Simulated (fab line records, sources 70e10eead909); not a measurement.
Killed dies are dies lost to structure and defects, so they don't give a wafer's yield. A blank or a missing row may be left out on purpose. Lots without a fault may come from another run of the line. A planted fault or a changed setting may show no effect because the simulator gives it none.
Chamber matching | flow nand_harc | NHARC_A_WL_FILL_STRIP_29 on rie_diel-04: 4 sister chambers
The step strips in O2, time 20 s. 4 wafers are shown with their chamber, then 11 later ones without.

WAFERS WITH THEIR CHAMBER
wafer  | chamber | drypump_motor_current_A (A)
L086.6 | 2       | 5.2
L087.4 | 0       | 6.3
L087.6 | 1       | 5.4
L090.4 | 3       | 6.1

WAFERS WITHOUT THEIR CHAMBER
wafer  | drypump_motor_current_A (A)
L090.5 | 6.3
L090.6 | 5.4
L094.1 | 6.1
L094.3 | 5.4
L094.6 | 6.2
L095.1 | 6.1
L095.4 | 5.4
L095.5 | 6.3
L097.1 | 6.3
L097.3 | 5.4
L097.5 | 5.4

WHICH CHAMBER EACH WENT THROUGH
wafer  | from the rows above     | in truth
L090.5 | 0                       | 0
L090.6 | 1                       | 1
L094.1 | 3                       | 3
L094.3 | 1                       | 1
L094.6 | can't be placed: 0 or 3 | 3
L095.1 | 3                       | 3
L095.4 | 1                       | 1
L095.5 | 0                       | 0
L097.1 | 0                       | 0
L097.3 | 1                       | 1
L097.5 | 1                       | 1
Placed correctly: 10 of 11. Can't be placed from these rows: 1 (the true chamber is among the candidates in 1). Placed wrongly: 0.
How it was worked out, from the rows above alone: a wafer's distance from a chamber is the root of the sum, over the readings, of the square of ((its reading less the chamber's mean) divided by the reading's scatter). The wafer belongs to the nearest chamber; if the next one is less than 2 further off, it can't be placed. A chamber's mean is the mean of its shown wafers. The scatter: with one shown wafer a chamber, the root of the mean of the squares of how far each hidden wafer lies from its nearest shown one.
